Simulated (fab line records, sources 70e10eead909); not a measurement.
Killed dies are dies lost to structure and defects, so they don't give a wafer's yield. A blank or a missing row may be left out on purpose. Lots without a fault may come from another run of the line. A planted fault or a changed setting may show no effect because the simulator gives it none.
fab line records | flow nand_harc
record lots=5 wafers=15 last_day=24
route steps=1159 shown P_M1@313 P_M2@318 END@1159
lots that met no fault: from a run of the same line without faults
start_h: hours from the record's first day to the start of the lot's first wafer shown | wait_h: hours since the lot's step before | " the same as in the row above | L1.1+2: a row that stands for several wafers | - no value, or no start given | * or withheld: withheld | < > ~ a bound
route shown NAME@n: a module of which the file shows steps, and the number in the route of the first | usual: mean/standard deviation of fault-free wafers | same: alike in all rows | chamber/n: place in a boat | sites: the reading at each site | _std_site: their standard deviation | _edge_site: outer sites' mean less inner sites' | radius_mm: how far each site lies from the wafer's centre | mask NAME#n: copy n | behind: the tool/chamber that last shaped the wafer | hold: why the lot was held/for how many hours/how that ended | device: the transistor (n, p or np) that didn't switch | end of line: the same wafers' tests at the end of the route | a step without rows: its recipe alone | killed: dies lost to structure and defects at the first sort, not the wafer's yield | map: a wafer's dies, x killed, . not, _ none there
set.NAME: the setting as run; set.NAME@STEP: as run at that earlier step | model.NAME: the simulator's own value behind a step, which no gauge read
lots at some steps of the route; a table a step, a row a wafer
services: from which hour (start_h, from the record's first day; less than 0 if before it) a tool's chamber was out of use, for how many hours, and why
## steps
# step NHARC_P_M1_SRD_25
# step NHARC_P_M1_INSPECT_27
# usual raw_defect_count=307/110
# columns lot.wafer tool chamber start_h wait_h raw_defect_count
L147.1 defect_inspect-01 - 139.68 0.0 514
L147.4 " - " " 465
L147.6 " - " " 262
L151.2 defect_inspect-01 - 164.42 0.0 318
L151.3 " - " " 204
L151.4 " - " " 411
L160.2 defect_inspect-01 - 222.28 0.0 228
L160.4 " - " " 318
L160.5 " - " " 257
L164.4 defect_inspect-01 - 240.07 0.0 289
L164.5 " - " " 310
L164.6 " - " " 192
L166.1 defect_inspect-02 - 248.23 0.1 263
L166.2 " - " " 353
L166.5 " - " " 204
# step NHARC_P_M1_PRE_CLEAN_32
# recipe time_s=12 temp_c=370 rf_power_w=300 gas=NH3
# usual heater_power_w=649/89 susceptor_temp_C=370.01/0.22
# columns lot.wafer tool chamber start_h wait_h heater_power_w susceptor_temp_C
L147.1 pecvd-02 1 139.78 0.1 695 369.87
L147.4 " 0 " " 571 369.96
L147.6 " 1 " " 693 370.08
L151.2 pecvd-01 1 164.49 0.1 690 369.93
L151.3 " 1 " " 704 370.23
L151.4 " 0 " " 490 370.26
L160.2 pecvd-01 0 222.36 0.1 525 370.06
L160.4 " 0 " " 505 369.93
L160.5 " 1 " " 708 370.29
L164.6 pecvd-02 2 240.18 0.1 609 370.28
L164.5 " 0 " " 549 369.77
L164.4 " 1 " " 621 370.06
L166.2 pecvd-03 1 248.31 0.1 658 370.06
L166.1 " 2 " " 649 369.83
L166.5 " 1 " " 664 369.81
# step NHARC_P_M1_DEP_33
# recipe target_thk_a=300 temp_c=370 target_thk_nm=30 pressure_torr=3 flow_sccm=200 rf_w=450 material=SiCN
# usual heater_power_w=605/86 susceptor_temp_C=369.99/0.22
# columns lot.wafer tool chamber start_h wait_h heater_power_w susceptor_temp_C
L147.1 pecvd-02 1 139.92 0.1 576 370.14
L147.4 " 0 " " 524 370.19
L147.6 " 1 " " 574 369.49
L151.2 pecvd-01 1 164.61 0.1 672 370.18
L151.3 " 1 " " 671 370.07
L151.4 " 0 " " 476 369.93
L160.2 pecvd-01 0 222.47 0.1 468 369.75
L160.4 " 0 " " 480 369.80
L160.5 " 1 " " 611 370.07
L164.6 pecvd-02 2 240.35 0.2 588 370.08
L164.5 " 0 " " 494 369.78
L164.4 " 1 " " 573 369.72
L166.2 pecvd-03 1 248.42 0.1 694 369.99
L166.1 " 2 " " 604 370.39
L166.5 " 1 " " 686 369.82
# step NHARC_P_M2_DEP_00
# recipe target_thk_a=1825 target_thk_nm=182.5 temp_c=withheld pressure_torr=5 flow_sccm=200 rf_w=600 material=SiOC
# step NHARC_P_M2_DEHYDRATE_01
# recipe temp_c=150 time_s=120
# step NHARC_P_M2_HMDS_02
# recipe time_s=30
# step NHARC_P_M2_COAT_34
# recipe temp_c=200 time_s=65
# step NHARC_P_M2_COAT_03
# recipe spin_rpm=1500 resist_thk_nm=90
# step NHARC_P_M2_SOFTBAKE_04
# recipe temp_c=105 time_s=55
# step NHARC_P_M2_EBR_05
# step NHARC_P_M2_EXPOSE_06
# recipe na=1.35 target_cd_nm=170 dose_mj=80.78 mask_id=P_M2
# usual exposure_dose_mJ_cm2=80.74/0.095 stage_vel_mm_s=499.97/0.26
# columns lot.wafer tool chamber start_h wait_h mask exposure_dose_mJ_cm2 stage_vel_mm_s
L147.1 arfi_scanner-02 0 140.95 - P_M2#0 80.73 499.49
L147.4 " 0 " " P_M2#0 80.71 500.16
L147.6 " 0 " " P_M2#0 80.79 499.67
L151.2 arfi_scanner-01 0 165.85 - P_M2#0 80.66 499.83
L151.3 " 0 " " P_M2#0 80.64 500.11
L151.4 " 0 " " P_M2#0 80.69 500.33
L160.2 arfi_scanner-02 0 223.55 - P_M2#0 80.27 500.00
L160.4 " 0 " " P_M2#0 80.28 500.12
L160.5 " 0 " " P_M2#0 80.26 500.09
L164.4 arfi_scanner-01 0 241.21 - P_M2#0 80.76 499.64
L164.5 " 0 " " P_M2#0 80.61 499.80
L164.6 " 0 " " P_M2#0 80.74 499.79
L166.1 arfi_scanner-03 0 249.46 - P_M2#0 80.63 500.10
L166.2 " 0 " " P_M2#0 80.63 500.12
L166.5 " 0 " " P_M2#0 80.78 500.14
# step NHARC_P_M2_PEB_07
# recipe peb_temp_c=100 peb_time_s=65
# step NHARC_END_SORT_01
# recipe temp_c=25
# usual defect_limited_yield=95.2/1.6 killed_at_array=29/11 killed_at_other=0.6/0.75 killed_at_periphery=3.1/2.1 killed_dies=32/11 killed_open=3.0/1.8 killed_short=1.8/1.3 sort_bin_2_pct=1.5/0.7 sort_bin_3_pct=0.26/0.22 sort_bin_4_pct=3.0/1 sort_n_pass=645/11 sort_rim_yield_pct=94.9/3 sort_yield_pct=95.2/1.6
# same gross_dies=677 sort_bin_5_pct[%]=0 sort_bin_6_pct[%]=0 sort_bin_7_pct[%]=0 sort_bin_8_pct[%]=0 sort_rim_n_gross=106.00
# columns lot.wafer tool chamber start_h wait_h defect_limited_yield[%] killed_at_array killed_at_other killed_at_periphery killed_dies killed_open killed_short sort_bin_2_pct[%] sort_bin_3_pct[%] sort_bin_4_pct[%] sort_n_pass sort_rim_yield_pct[%] sort_yield_pct[%]
L147.1 prober-02 0 458.98 2.6 96.9 20 0 1 21 3 2 0.7 0.15 2.2 656 97.2 96.9
L147.4 prober-02 0 461.36 3.4 97.3 15 1 2 18 4 3 1.0 0.15 1.5 659 99.1 97.3
L147.6 prober-02 0 462.94 4.0 97.3 13 1 4 18 5 2 0.6 0.15 1.9 659 97.2 97.3
L151.2 prober-01 0 475.45 2.8 93.8 38 1 3 42 4 2 2.4 0.44 3.4 635 91.5 93.8
L151.3 prober-01 0 476.26 3.1 94.4 36 0 2 38 2 1 1.0 1.03 3.5 639 94.3 94.4
L151.4 prober-01 0 477.07 3.4 96.3 20 0 5 25 2 2 1.0 0 2.7 652 97.2 96.3
L160.2 prober-02 0 523.46 2.8 93.8 40 1 1 42 4 2 1.3 0.15 4.7 635 92.5 93.8
L160.5 prober-02 0 525.86 3.7 93.1 43 1 3 47 5 2 1.8 0.59 4.6 630 92.5 93.1
# killed by level:class
L147.1 A_SLIT:chamber_film_flake=7 A_CHANNEL_HOLE_D1:chamber_film_flake=3 A_CONTACT:chamber_film_flake=3 A_CHANNEL_HOLE_D1:geometric_particle:short=1 A_CHANNEL_HOLE_D1:geometric_particle:open=1 A_SGD_CUT:geometric_particle:short=1 A_WL_FILL:geometric_particle:open=1 A_CONTACT:geometric_particle:open=1
L147.4 A_CHANNEL_HOLE_D1:chamber_film_flake=4 A_SLIT:chamber_film_flake=2 A_WL_FILL:chamber_film_flake=2 A_CONTACT:chamber_film_flake=2 P_STI:geometric_particle:open=1 P_M0:geometric_particle:short=1 A_CHANNEL_HOLE_D1:geometric_particle:open=1 A_CHANNEL_FILL_D1:geometric_particle:open=1
L147.6 A_SLIT:chamber_film_flake=5 P_M0:geometric_particle:open=2 A_CONTACT:geometric_particle:open=2 A_ZERO_WELL:chamber_film_flake=2 A_CONTACT:chamber_film_flake=2 A_ONON_D1:geometric_particle:short=1 A_CHANNEL_HOLE_D1:geometric_particle:open=1 STARTING-WAFER:geometric_particle:short=1
L151.2 A_CHANNEL_HOLE_D1:chamber_film_flake=14 A_SLIT:chamber_film_flake=14 A_CONTACT:chamber_film_flake=3 P_STI:chamber_film_flake=2 A_STAIRCASE:chamber_film_flake=2 P_M0:geometric_particle:short=1 A_WL_FILL:geometric_particle:open=1 A_CONTACT:geometric_particle:open=1
L151.3 A_CHANNEL_HOLE_D1:chamber_film_flake=13 A_SLIT:chamber_film_flake=10 A_CHANNEL_FILL_D1:chamber_film_flake=4 A_STAIRCASE:chamber_film_flake=3 P_M0:chamber_film_flake=2 A_CONTACT:chamber_film_flake=2 A_CONTACT:geometric_particle:open=1 A_M0:geometric_particle:short=1
L151.4 A_SLIT:chamber_film_flake=9 P_STI:chamber_film_flake=4 A_CHANNEL_HOLE_D1:chamber_film_flake=3 A_CONTACT:chamber_film_flake=2 P_CONTACT:geometric_particle:open=1 A_CHANNEL_HOLE_D1:geometric_particle:short=1 A_CHANNEL_HOLE_D1:geometric_particle:open=1 A_WL_FILL:geometric_particle:short=1
L160.2 A_SLIT:chamber_film_flake=13 A_STAIRCASE:chamber_film_flake=7 A_CHANNEL_HOLE_D1:chamber_film_flake=6 A_BONDPAD:chamber_film_flake=6 A_WL_FILL:geometric_particle:open=2 A_CHANNEL_FILL_D1:chamber_film_flake=2 P_M1:geometric_particle:open=1 A_CHANNEL_FILL_D1:geometric_particle:open=1
L160.5 A_SLIT:chamber_film_flake=16 A_CHANNEL_HOLE_D1:chamber_film_flake=6 A_STAIRCASE:chamber_film_flake=5 A_BONDPAD:chamber_film_flake=4 P_ZERO_WELL:chamber_film_flake=3 A_CONTACT:chamber_film_flake=3 A_M0:geometric_particle:open=2 A_CHANNEL_FILL_D1:chamber_film_flake=2
## services
# columns tool chamber start_h hours kind
pecvd-03 0 124.27 - clean
pecvd-01 2 124.68 12.8 repair
pecvd-02 - 124.89 0.5 repair
pecvd-01 2 137.55 13.5 repair
arfi_scanner-03 - 140.00 4.0 pm
arfi_scanner-03 - 145.04 5.9 repair
pecvd-02 - 153.44 13.0 pm
pecvd-02 0 153.44 13.0 vent_cycle
pecvd-02 1 153.44 13.0 vent_cycle
pecvd-02 2 153.44 13.0 vent_cycle
pecvd-01 2 157.18 8.7 repair
arfi_scanner-03 - 158.45 1.2 repair
pecvd-02 0 166.44 - clean
pecvd-02 1 166.44 - clean
pecvd-02 2 166.44 - clean
pecvd-01 - 167.42 7.7 repair
arfi_scanner-01 - 184.53 1.0 repair
arfi_scanner-01 - 196.00 4.0 pm
pecvd-02 - 220.80 1.6 repair
pecvd-01 - 237.16 13.0 pm
pecvd-01 0 237.16 13.0 vent_cycle
pecvd-01 1 237.16 13.0 vent_cycle
pecvd-01 2 237.16 13.0 vent_cycle
arfi_scanner-02 - 245.92 2.2 repair
## key
first_sign step=NHARC_P_M2_EXPOSE_06 reading=exposure_dose_mJ_cm2 direction=down sigmas=5 usual=80.74 struck=80.27
effect none on later readings
met_at NHARC_P_M2_EXPOSE_06
struck_wafers L160.2,L160.4,L160.5
loop_trim step=NHARC_P_M2_EXPOSE_06 setting=dose lots=L160
onset_between 140.95 223.55
fault kind=process_parameter_drift tool=arfi_scanner-02 chamber=- onset_h=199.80 steps=NHARC_P_M2_EXPOSE_06 channel=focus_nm offset=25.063 spread_by_wafer=0.3 shape=step end_h=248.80
# loop_trim: a control loop set the setting to another value than it would have without faults
